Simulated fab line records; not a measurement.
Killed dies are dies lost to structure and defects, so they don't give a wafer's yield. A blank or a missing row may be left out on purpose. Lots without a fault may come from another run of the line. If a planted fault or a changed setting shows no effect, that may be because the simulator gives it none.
What tool caused it? + flow n5 finfet + Sampling: 9 lots, 27 wafers, 3 of 1938 route steps

## WHAT EACH GAUGE READ, for each wafer
N5_BEOL_M3_INSPECT_59: inspects for defects (darkfield).
| lot  | measured     | on                | raw defect count |
|------|--------------|-------------------|------------------|
| L976 | day 7 09:35  | defect inspect-02 | 57 55 61         |
| L978 | day 7 14:22  | defect inspect-02 | 43 45 50         |
| L979 | day 8 07:38  | defect inspect-02 | 74 104 115       |
| L980 | day 8 10:02  | defect inspect-01 | 62 75 71         |
| L983 | day 9 08:47  | defect inspect-02 | 108 114 126      |
| L985 | day 9 14:49  | defect inspect-02 | 66 36 35         |
| L995 | day 12 06:22 | defect inspect-02 | 517 442 416      |
| L994 | day 12 18:23 | defect inspect-02 | 430 450 465      |
| L998 | day 13 14:45 | defect inspect-01 | 80 84 106        |

## EACH LOT AND THE TOOL THAT RAN IT (in order: tool; ch and the chambers of the sampled wafers; start)
| lot  | N5_BEOL_M3_PRE_CLEAN_60          | N5_BEOL_M3_PRE_CLEAN_56        |
|------|----------------------------------|--------------------------------|
| L976 | cvd co-01 ch 0,1,2, day 7 09:20  | pecvd-02 ch 0,2, day 7 09:28   |
| L978 | cvd co-02 ch 0,1,2, day 7 14:07  | pecvd-01 ch 1,2, day 7 14:14   |
| L979 | cvd co-01 ch 0,2, day 8 07:23    | pecvd-01 ch 0,1, day 8 07:31   |
| L980 | cvd co-01 ch 0,2, day 8 09:47    | pecvd-03 ch 0,1,2, day 8 09:55 |
| L983 | cvd co-02 ch 1,2, day 9 08:31    | pecvd-01 ch 0,1, day 9 08:38   |
| L985 | cvd co-01 ch 0,1, day 9 14:34    | pecvd-03 ch 0,2, day 9 14:42   |
| L995 | cvd co-01 ch 0,1, day 12 06:07   | pecvd-02 ch 0,2, day 12 06:14  |
| L994 | cvd co-02 ch 0,1,2, day 12 18:08 | pecvd-02 ch 0,1, day 12 18:16  |
| L998 | cvd co-01 ch 0,1,2, day 13 14:30 | pecvd-03 ch 0,2, day 13 14:38  |
- N5_BEOL_M3_PRE_CLEAN_60: time 15 s.
- N5_BEOL_M3_PRE_CLEAN_56: time 15 s.

## THE ANSWER, worked out from the rows above alone
Rule: the lots themselves supply what counts as usual. Put in order of their means at a reading, lots are off if they are a third of the lots or fewer, leave a main group of 4 or more, and stand apart from it by a gap of 3 or more times the standard deviation of the main group's means; of several such gaps the widest counts. The tables above print the reading to a certain number of digits; a main group whose means all agree to those digits is not used. Also off: a lot with no number at a reading for which 4 or more lots have one. All remaining lots with rows at the step are treated as sound.
Off at N5_BEOL_M3_INSPECT_59 (raw defect count): L995, L994. Mean 75 and standard deviation 25 in the main group.
A tool fits if, at a process step before that reading, it ran every lot that is off, and no sound lot after the first of them. The gauges at N5_BEOL_M3_INSPECT_59 are tried like those tools. This does not decide it: 2 tools fit, namely pecvd-02 at N5_BEOL_M3_PRE_CLEAN_56 and defect inspect-02 at N5_BEOL_M3_INSPECT_59.

## WHAT THE SIMULATOR HAD PUT IN
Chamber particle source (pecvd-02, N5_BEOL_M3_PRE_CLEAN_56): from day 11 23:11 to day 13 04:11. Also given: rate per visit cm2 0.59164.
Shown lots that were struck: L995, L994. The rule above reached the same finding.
